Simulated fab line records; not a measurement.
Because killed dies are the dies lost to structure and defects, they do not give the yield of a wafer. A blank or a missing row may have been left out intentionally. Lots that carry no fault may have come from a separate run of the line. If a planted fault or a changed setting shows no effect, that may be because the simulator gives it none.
Matching of chambers -- flow n5Finfet -- N5_BEOL_M0_STRIP_142 on rieDiel-03 has 4 sister chambers
The step strips in N2/H2, time 10 s. 16 wafers are shown with their chamber, then 8 later ones without.

WAFERS, EACH WITH ITS CHAMBER
wafer,chamber,showerheadPlenumPTorr (Torr),throttleValvePct (%),drypumpMotorCurrentA (A)
L077.2,0,2.50,23.43,5.56
L077.3,3,2.42,23.17,5.66
L077.5,0,2.50,23.43,5.55
L076.2,3,2.42,23.17,5.66
L076.4,1,2.44,23.81,5.78
L076.6,2,2.64,23.52,5.99
L083.2,1,2.44,23.84,5.80
L083.3,3,2.42,23.17,5.68
L083.6,1,2.44,23.83,5.80
L087.1,2,2.63,23.56,5.94
L087.2,0,2.49,23.46,5.53
L087.6,3,2.42,23.21,5.65
L088.2,3,2.42,23.21,5.64
L088.5,2,2.63,23.55,5.96
L088.6,1,2.44,23.84,5.79
L089.1,3,2.41,23.20,5.64

SIGNATURES (averages over the wafers above)
reading,chamber 0,chamber 1,chamber 2,chamber 3,scatter within a chamber
showerheadPlenumPTorr,2.4967,2.4400,2.6333,2.4183,0.00425
throttleValvePct,23.4400,23.8300,23.5433,23.1883,0.0186
drypumpMotorCurrentA,5.5467,5.7925,5.9633,5.6550,0.0162
Rule: a wafer lies at a distance from a chamber equal to the root of the sum of squares, over the readings, of (its reading less the chamber's mean, divided by the reading's scatter). If the next closest chamber is less than 2 further off than the closest, the wafer can't be placed; otherwise it belongs to the closest. The scatter is the square root of a quotient: the sum, over the shown wafers, of each reading's squared deviation from its chamber's mean, divided by wafers minus chambers.

WAFERS WHOSE CHAMBER IS MISSING
wafer,showerheadPlenumPTorr (Torr),throttleValvePct (%),drypumpMotorCurrentA (A)
L089.2,2.49,23.47,5.51
L089.4,2.44,23.86,5.80
L094.2,2.43,23.87,5.78
L094.3,2.48,23.48,5.55
L094.4,2.48,23.47,5.53
L096.1,2.43,23.88,5.79
L096.2,2.48,23.49,5.54
L096.5,2.41,23.22,5.67

WHICH CHAMBER EACH ONE RAN IN
wafer,from the rows above,in truth
L089.2,0,0
L089.4,1,1
L094.2,1,1
L094.3,0,0
L094.4,0,0
L096.1,1,1
L096.2,0,0
L096.5,3,3
Placed correctly: 8 of 8. Can't be placed from these rows: 0. Number placed wrongly: 0.
